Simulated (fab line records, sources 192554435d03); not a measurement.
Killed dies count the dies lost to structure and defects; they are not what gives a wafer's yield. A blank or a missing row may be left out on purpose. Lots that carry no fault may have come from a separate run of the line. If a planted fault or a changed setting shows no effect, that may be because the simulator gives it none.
Split-lot study / flow n5-finfet / 7 lots, 21 wafers read, on a route of 1938 steps

THE SPLIT ITSELF
At N5_BEOL_M0_SAQP_ETCH_88 (etches underlayer in N2/H2, target depth 6.5 nm, time 5.2 s), the setting source-w was moved away from the recipe's 840 W on 6 of the 21 wafers read, by -15.4% to -5.9%. The other wafers ran this setting at the recipe's value.

The split's own step is where the reading is taken.

THE READING
rf-vpp-V, in V, at N5_BEOL_M0_SAQP_ETCH_88 (etches underlayer in N2/H2, target depth 6.5 nm, time 5.2 s). On this fab line, fault-free wafers typically give 522.8 V with a standard deviation of 2.8 V.

wafer=L083.1; tool, chamber at the split=rie-diel-02, 1; source-w as run, W=840; against the recipe=recipe; rf-vpp-V, V=515.6; against lot-mates on the recipe=-
wafer=L083.2; tool, chamber at the split=rie-diel-02, 0; source-w as run, W=725.6; against the recipe=-13.6%; rf-vpp-V, V=549.9; against lot-mates on the recipe=+29.5
wafer=L083.6; tool, chamber at the split=rie-diel-02, 0; source-w as run, W=840; against the recipe=recipe; rf-vpp-V, V=525.2; against lot-mates on the recipe=-
wafer=L084.1; tool, chamber at the split=rie-diel-04, 2; source-w as run, W=840; against the recipe=recipe; rf-vpp-V, V=522.0; against lot-mates on the recipe=-
wafer=L084.5; tool, chamber at the split=rie-diel-04, 3; source-w as run, W=840; against the recipe=recipe; rf-vpp-V, V=523.4; against lot-mates on the recipe=-
wafer=L084.6; tool, chamber at the split=rie-diel-04, 2; source-w as run, W=840; against the recipe=recipe; rf-vpp-V, V=522.1; against lot-mates on the recipe=-
wafer=L085.1; tool, chamber at the split=rie-diel-03, 0; source-w as run, W=710.5; against the recipe=-15.4%; rf-vpp-V, V=549.7; against lot-mates on the recipe=no lot-mate on the recipe
wafer=L085.2; tool, chamber at the split=rie-diel-03, 2; source-w as run, W=710.5; against the recipe=-15.4%; rf-vpp-V, V=549.9; against lot-mates on the recipe=no lot-mate on the recipe
wafer=L085.4; tool, chamber at the split=rie-diel-03, 0; source-w as run, W=710.5; against the recipe=-15.4%; rf-vpp-V, V=551.7; against lot-mates on the recipe=no lot-mate on the recipe
wafer=L089.3; tool, chamber at the split=rie-diel-02, 3; source-w as run, W=840; against the recipe=recipe; rf-vpp-V, V=525.7; against lot-mates on the recipe=-
wafer=L089.4; tool, chamber at the split=rie-diel-02, 0; source-w as run, W=840; against the recipe=recipe; rf-vpp-V, V=522.0; against lot-mates on the recipe=-
wafer=L089.6; tool, chamber at the split=rie-diel-02, 0; source-w as run, W=840; against the recipe=recipe; rf-vpp-V, V=524.0; against lot-mates on the recipe=-
wafer=L090.2; tool, chamber at the split=rie-diel-03, 2; source-w as run, W=840; against the recipe=recipe; rf-vpp-V, V=522.2; against lot-mates on the recipe=-
wafer=L090.4; tool, chamber at the split=rie-diel-03, 0; source-w as run, W=840; against the recipe=recipe; rf-vpp-V, V=519.9; against lot-mates on the recipe=-
wafer=L090.5; tool, chamber at the split=rie-diel-03, 2; source-w as run, W=840; against the recipe=recipe; rf-vpp-V, V=521.3; against lot-mates on the recipe=-
wafer=L092.1; tool, chamber at the split=rie-diel-02, 3; source-w as run, W=840; against the recipe=recipe; rf-vpp-V, V=525.4; against lot-mates on the recipe=-
wafer=L092.3; tool, chamber at the split=rie-diel-02, 2; source-w as run, W=840; against the recipe=recipe; rf-vpp-V, V=524.3; against lot-mates on the recipe=-
wafer=L092.5; tool, chamber at the split=rie-diel-02, 1; source-w as run, W=840; against the recipe=recipe; rf-vpp-V, V=516.8; against lot-mates on the recipe=-
wafer=L095.2; tool, chamber at the split=rie-diel-02, 0; source-w as run, W=790.5; against the recipe=-5.9%; rf-vpp-V, V=533.8; against lot-mates on the recipe=+13.3
wafer=L095.5; tool, chamber at the split=rie-diel-02, 0; source-w as run, W=840; against the recipe=recipe; rf-vpp-V, V=520.5; against lot-mates on the recipe=-
wafer=L095.6; tool, chamber at the split=rie-diel-02, 1; source-w as run, W=790.5; against the recipe=-5.9%; rf-vpp-V, V=530.2; against lot-mates on the recipe=+9.7

THE FIT
A straight line over all 21 wafers: rf-vpp-V changes by -1.88 V for each +1% of source-w; r = -0.97; the points scatter about the line by 2.7 V.
The same after taking each lot's own level away (the mean of its wafers on the recipe; 18 wafers): -2.11 V for each +1%; r = -0.95; scatter 2.6 V.
Per that fit: largest source-w move, reading shift of 33 V.
The span of the lots' own levels, 520.40 to 523.90 V, comes to 1.2 times the standard deviation stated above.
Hence the slope depends on the lot-to-lot level, as the two fits are not the same.
Check: +26.6 V against its lot-mates is what the line predicts for one of the wafers moved furthest among these (-13.6%) when that wafer is left out of the fit. It came out at +29.5 V against them.
Tool readings at the split's step, against how far the setting was moved: etch-rf-on-time-s r = -0.95; rf-vpp-V r = -0.97.

THESE WAFERS: OTHER SPLITS
Before the reading, these wafers also passed through other splits. Each is held against what the fit with the lots' levels taken away leaves over:
other split on the same wafers=N5_HKMG_FIN_COAT_41 spin-rpm; wafers away from the commonest value=8; r with rf-vpp-V (lot level and that fit taken away)=+0.19
other split on the same wafers=N5_GATE_CUT_CUT_ETCH_54 icp-w; wafers away from the commonest value=8; r with rf-vpp-V (lot level and that fit taken away)=+0.32
other split on the same wafers=N5_GATE_CUT_ALD_22 ald-cycles; wafers away from the commonest value=7; r with rf-vpp-V (lot level and that fit taken away)=+0.14
other split on the same wafers=N5_MOL_CONTACT_COAG_SPUTTER_130 power-w; wafers away from the commonest value=7; r with rf-vpp-V (lot level and that fit taken away)=+0.29
other split on the same wafers=N5_BEOL_M0_SAQP_ILD_DEP_01 time-s; wafers away from the commonest value=4; r with rf-vpp-V (lot level and that fit taken away)=-0.38
other split on the same wafers=N5_BEOL_M0_SAQP_COAT_08 spin-rpm; wafers away from the commonest value=9; r with rf-vpp-V (lot level and that fit taken away)=-0.05

THE WHOLE CHAIN: every reading that the file lists as answering this split, in the file's order
step=N5_BEOL_M0_SAQP_ETCH_88; what it does=etches underlayer in N2/H2, target depth 6.5 nm, time 5.2 s; reading=etch-rf-on-time-s; change (the file's fit)=withheld for each +1% of the setting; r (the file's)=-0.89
step=N5_BEOL_M0_SAQP_ETCH_88; what it does=etches underlayer in N2/H2, target depth 6.5 nm, time 5.2 s; reading=rf-vpp-V; change (the file's fit)=-2.13 V for each +1% of the setting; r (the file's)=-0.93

FILE'S OWN FIT
rf-vpp-V changes by -2.13 V for each +1% of source-w, r = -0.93.
